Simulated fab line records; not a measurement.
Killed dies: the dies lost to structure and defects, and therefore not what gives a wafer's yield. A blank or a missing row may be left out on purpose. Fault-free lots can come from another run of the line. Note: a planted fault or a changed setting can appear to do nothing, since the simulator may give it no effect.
Comparing a struck lot with a sound one | flow nand_harc | 15 steps out of a route of 1159
Sound: the wafers L882.1, L882.4, L882.6. The struck wafers were L885.3, L885.4, L885.6. The cause comes at the end.
Per side, at each step with rows, come the tool, then ch with its chambers, and then its first start. Under that, the readings that differ: sound wafers | struck wafers | difference of the means | sigmas: that difference in standard deviations of wafers without a fault.
alike: words and numbers the same on both sides, and readings whose means are apart by under 2 such deviations; not compared: readings that were withheld, readings missing a value for some wafer, numbers with overlapping values and no deviation given by the record, and bounds like >300 which may hide the same value.
The two part at a step that has a row with sigmas, a row that says differs or no value, or rows on one side only. When numbers do not overlap yet have no deviation, they are printed without sigmas and do not part them. Lack of a reading on every wafer of one side parts them only where that side has two or more wafers.

first, 1 step without rows for these wafers: NHARC_P_CONTACT_DESCUM_17 (chemistry O2, time 3 s).
NHARC_P_CONTACT_ETCH_35: etches the open film in CF4, target depth 39 nm, time 65 s.
  sound on rie_diel-05 ch 0,2,3, day 6 08:47; struck on rie_diel-09 ch 0,1,3, day 7 04:02
  alike: drypump_motor_current_A, mfc_ar_sccm, oes_product_au, rf_vpp_V, showerhead_plenum_p_Torr, throttle_valve_pct
  not compared: rf_hours_counter_h
NHARC_P_CONTACT_ETCH_36: etches the open film in N2/H2, target depth 260 nm, time 406.25 s.
  sound on rie_diel-05 ch 0,1,2; struck on rie_diel-09 ch 0,1,2
  alike: drypump_motor_current_A, mfc_ar_sccm, oes_product_au, rf_vpp_V, showerhead_plenum_p_Torr, throttle_valve_pct
  not compared: rf_hours_counter_h
NHARC_P_CONTACT_ETCH_18: etches the open film in C4F8/O2/Ar, target depth 481 nm, time 240.5 s.
  sound on rie_diel-05 ch 0,2,3; struck on rie_diel-09 ch 1,2,3
  reading      | sound       | struck      | difference | sigmas
  rf_vpp_V (V) | 979 983 985 | 971 973 974 | -10        | -2
  alike: oes_product_au
  not compared: rf_hours_counter_h
then, 2 steps without rows for these wafers: NHARC_P_CONTACT_STRIP_37 (strips in C4F8/O2/Ar); NHARC_P_CONTACT_ETCH_31 (etches the open film in CH3F/O2, target depth 30 nm, time 85.7 s).
NHARC_P_CONTACT_CD_MEAS_19:
  sound: cd_sem-02 at day 6 09:34; struck: cd_sem-02 at day 7 06:19
  alike: cd_nm
then, 2 steps without rows for these wafers: NHARC_P_CONTACT_STRIP_28 (strips in O2); NHARC_P_CONTACT_STRIP_29 (strips in post etch residue remover, time 1200 s).
NHARC_P_CONTACT_DEGAS_38: time 60 s.
  sound: pvd_sputter-03 at day 6 10:17; struck: pvd_sputter-03 at day 7 07:04
  alike: heater_power_w
then, 1 step without rows for these wafers: NHARC_P_CONTACT_PRE_CLEAN_39 (time 19.5 s).
NHARC_P_CONTACT_PVD_32: deposits Ti, target thk 5 nm, time 17.7 s.
  sound on pvd_sputter-03; struck on pvd_sputter-03
  alike: chamber_pressure_pa, substrate_temp_c, throttle_valve_pct
NHARC_P_CONTACT_ALD_22: deposits TiN, target thk 3 nm, pulse time 1 s, ald cycles 150.
  sound on ald_metal-04 ch 1,3, day 6 10:34; struck on ald_metal-02 ch 0,1,2, day 7 07:19
  no value came back on the struck wafers for any of 5 readings (ald_cycles, heater_power_outer_w (W) and others); on the sound wafers ald_cycles reads 150 150 150
  not compared: since_wet_clean_h
then, 1 step without rows for these wafers: NHARC_P_CONTACT_CVD_23 (deposits W, target thk 200 nm, time 557 s).
-- jump in the record: it breaks off in module P_CONTACT and resumes in module END (first step shown: number 1159 of the route), and 14 days separate the struck wafers' starts before and after --
NHARC_END_SORT_01:
  only the struck wafers appear in the record here, on prober-01 ch 0 at day 21 05:00; the sound ones have no rows

## WHERE THEY PART
Earliest at NHARC_P_CONTACT_ETCH_18; latest, in this record, at NHARC_END_SORT_01.

WHY: the cause the simulator had injected
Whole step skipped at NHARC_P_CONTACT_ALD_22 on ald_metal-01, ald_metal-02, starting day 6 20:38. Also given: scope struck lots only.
